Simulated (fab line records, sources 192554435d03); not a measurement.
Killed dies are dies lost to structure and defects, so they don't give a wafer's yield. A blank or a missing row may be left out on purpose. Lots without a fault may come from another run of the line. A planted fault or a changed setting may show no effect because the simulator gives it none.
A struck lot beside a sound one | flow n5_finfet | 27 steps out of a route of 1938
Sound: wafers L926.1, L926.2, L926.5. Struck: wafers L930.3, L930.4, L930.6. The cause comes at the end.
At each step with rows: each side's tool, then ch and its chambers, then its first start. Under that, the readings that differ: sound wafers | struck wafers | difference of the means | sigmas: that difference in standard deviations of wafers without a fault.
alike: readings whose means differ by less than 2 such deviations, and words and numbers that are the same on both sides. not compared: withheld readings, readings that some wafer has no value for, bounds like >300 that may hide the same value, and numbers for which the record gives no deviation and whose values overlap.
The two part at a step that has a row with sigmas, a row that says differs or no value, or rows on one side only. Numbers that don't overlap but have no deviation are shown without sigmas and don't part them. A reading that every wafer of one side lacks parts them only if that side has two wafers or more.

N5_BEOL_M6_ETCH_62: etches SOC in N2/H2, target depth 110 nm, overetch 22 nm, time 165 s.
  sound on rie_diel-05 ch 1,2,3, day 9 05:08; struck on rie_diel-05 ch 1,2, day 10 01:25
  alike: drypump_motor_current_A, oes_product_au, rf_vpp_V, showerhead_plenum_p_Torr, throttle_valve_pct
  not compared: rf_hours_counter_h
then, 1 step without rows for these wafers: N5_BEOL_M6_STRIP_68 (strips in N2/H2).
N5_BEOL_M6_STRIP_67: strips in CF4.
  sound on rie_diel-05 ch 1,2,3, day 9 05:17; struck on rie_diel-05 ch 1,2, day 10 01:34
  alike: drypump_motor_current_A, oes_product_au, rf_vpp_V, showerhead_plenum_p_Torr, throttle_valve_pct
  not compared: rf_hours_counter_h
then, 1 step without rows for these wafers: N5_BEOL_M6_HM_OPEN_17 (chemistry Cl2/BCl3, target TiN, target depth 20 nm, overetch 6 nm).
N5_BEOL_M6_STRIP_19: strips in O2.
  sound on rie_diel-05 ch 0,1,2, day 9 05:34; struck on rie_diel-02 ch 0,2,3, day 10 01:59
  alike: drypump_motor_current_A, oes_product_au, rf_vpp_V, showerhead_plenum_p_Torr, throttle_valve_pct
  not compared: rf_hours_counter_h
N5_BEOL_M6_CD_MEAS_18: pitch 80 nm, target cd 40 nm.
  sound on cd_sem-01, day 9 05:38; struck on cd_sem-02, day 10 02:03
  alike: cd_nm
then, 6 steps without rows for these wafers: N5_BEOL_M6_COAT_63 (time 60 s, resist thk 60 nm); N5_BEOL_M6_COAT_64 (time 60 s, resist thk 12 nm); N5_BEOL_M6_COAT_71 (time 60 s, resist thk 5 nm); N5_BEOL_M6_COAT_22 (resist thk 30 nm); N5_BEOL_M6_EBR_24; N5_BEOL_M6_SOFTBAKE_23 (time 60 s).
N5_BEOL_M6_EXPOSE_25: exposes mask V5, target cd 40 nm.
  sound on euv_scanner-01 ch 0, day 9 07:37; struck on euv_scanner-01 ch 0, day 10 02:22
  alike: mask
then, 2 steps without rows for these wafers: N5_BEOL_M6_PEB_26 (peb time 60 s); N5_BEOL_M6_DEVELOP_27 (develop time 30 s).
N5_BEOL_M6_CD_MEAS_28: target cd 40 nm.
  sound on cd_sem-03 ch 0, day 9 07:45; struck on cd_sem-02 ch 0, day 10 02:29
  alike: cd_nm
N5_BEOL_M6_OVL_MEAS_29:
  sound on overlay-02 ch 0, day 9 07:47; struck on overlay-01 ch 0, day 10 02:31
  alike: V5_OVL
N5_BEOL_M6_INSPECT_30: inspects for defects (brightfield).
  sound on defect_inspect-01, day 9 07:50; struck on defect_inspect-02, day 10 02:34
  alike: raw_defect_count
N5_BEOL_M6_DESCUM_33: chemistry O2, time 7 s.
  sound on rie_diel-05 ch 0,2, day 9 08:05; struck on rie_diel-05 ch 1,2,3, day 10 03:50
  alike: drypump_motor_current_A, oes_product_au, rf_vpp_V, showerhead_plenum_p_Torr, throttle_valve_pct
  not compared: rf_hours_counter_h, model.BEOL_M6.cd_nm
then, 1 step without rows for these wafers: N5_BEOL_M6_ETCH_72 (etches underlayer in N2/H2, target depth 6.5 nm, time 5.2 s).
N5_BEOL_M6_ETCH_65: etches SiARC in CF4, target depth 15.6 nm, time 26 s.
  sound on rie_diel-05 ch 0,2, day 9 08:08; struck on rie_diel-05 ch 1,2,3, day 10 03:53
  alike: drypump_motor_current_A, etch_rf_on_time_s, oes_product_au, rf_vpp_V, showerhead_plenum_p_Torr, throttle_valve_pct
  not compared: rf_hours_counter_h
N5_BEOL_M6_ETCH_66: etches SOC in N2/H2, target depth 80 nm, overetch 16 nm, time 120 s.
  sound on rie_diel-05 ch 0,2, day 9 08:10; struck on rie_diel-05 ch 1,2,3, day 10 03:55
  alike: drypump_motor_current_A, oes_product_au, rf_vpp_V, showerhead_plenum_p_Torr, throttle_valve_pct
  not compared: rf_hours_counter_h
then, 2 steps without rows for these wafers: N5_BEOL_M6_STRIP_69 (strips in N2/H2); N5_BEOL_M6_STRIP_73 (strips in N2/H2).
N5_BEOL_M6_VIA_ETCH_34: etches SiCOH lowk in C4F6/O2, target depth 126.3 nm, time 50.9 s.
  sound on rie_diel-05 ch 0,2, day 9 08:16; struck on rie_diel-05 ch 1,2,3, day 10 04:01
  alike: drypump_motor_current_A, oes_product_au, rf_vpp_V, showerhead_plenum_p_Torr, throttle_valve_pct
  not compared: rf_hours_counter_h, model.BEOL_M6.cd_nm
then, 2 steps without rows for these wafers: N5_BEOL_M6_STRIP_76 (strips in C4F6/O2); N5_PASSIVATION_PROBE_49.

WHERE THEY PART
Nowhere in this record.

WHY: what the simulator had put in
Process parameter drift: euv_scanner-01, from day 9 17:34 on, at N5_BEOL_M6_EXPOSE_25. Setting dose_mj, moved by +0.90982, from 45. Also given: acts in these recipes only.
